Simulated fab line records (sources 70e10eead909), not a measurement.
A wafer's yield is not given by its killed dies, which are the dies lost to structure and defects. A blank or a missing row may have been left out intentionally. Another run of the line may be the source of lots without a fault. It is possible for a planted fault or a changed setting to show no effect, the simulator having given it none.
Which tool was responsible? | flow nand harc | 12 lots, 36 wafers sampled, at 1 step of a route of 1302

WHAT THE GAUGES READ, wafer by wafer
NHARC_A_ONON_D1_THK_MEAS_34: measures by ellipsometry.
lot  | measured     | on            | thk nm (nm)
L075 | day 8 22:56  | film metro-02 | 196 203 200
L078 | day 10 07:37 | film metro-01 | 196 204 205
L080 | day 10 12:27 | film metro-01 | 196 204 200
L081 | day 11 06:43 | film metro-01 | 196 196 202
L083 | day 12 05:00 | film metro-02 | 198 195 205
L086 | day 12 23:33 | film metro-01 | 196 197 197
L087 | day 13 15:48 | film metro-02 | 194 201 207
L088 | day 14 16:14 | film metro-01 | 203 206 209
L091 | day 15 18:43 | film metro-01 | 202 200 203
L094 | day 16 10:26 | film metro-02 | 196 202 198
L095 | day 16 19:06 | film metro-01 | 194 200 204
L097 | day 18 04:02 | film metro-02 | 197 204 202

WHAT TOOL EACH LOT RAN ON (gives the tool, then ch and the chambers of the sampled wafers, and finally the start)
The record shows no process step preceding these readings.

THE ANSWER, worked out from the rows above alone
Rule: usual is defined by the lots themselves. Put in order of their means at a reading, lots are off if they are a third of the lots or fewer, leave a main group of 4 or more, and stand apart from it by a gap of 3 or more times the standard deviation of the main group's means; of several such gaps the widest counts. A main group whose means are all the same, to the digits that the tables above print for the reading, isn't used. A lot without any number at a reading at which 4 lots or more have one is off too. The other lots that the step has rows for count as sound.
No lot is off at any reading shown: from this, nothing can be told.

WHAT WAS PUT IN BY THE SIMULATOR
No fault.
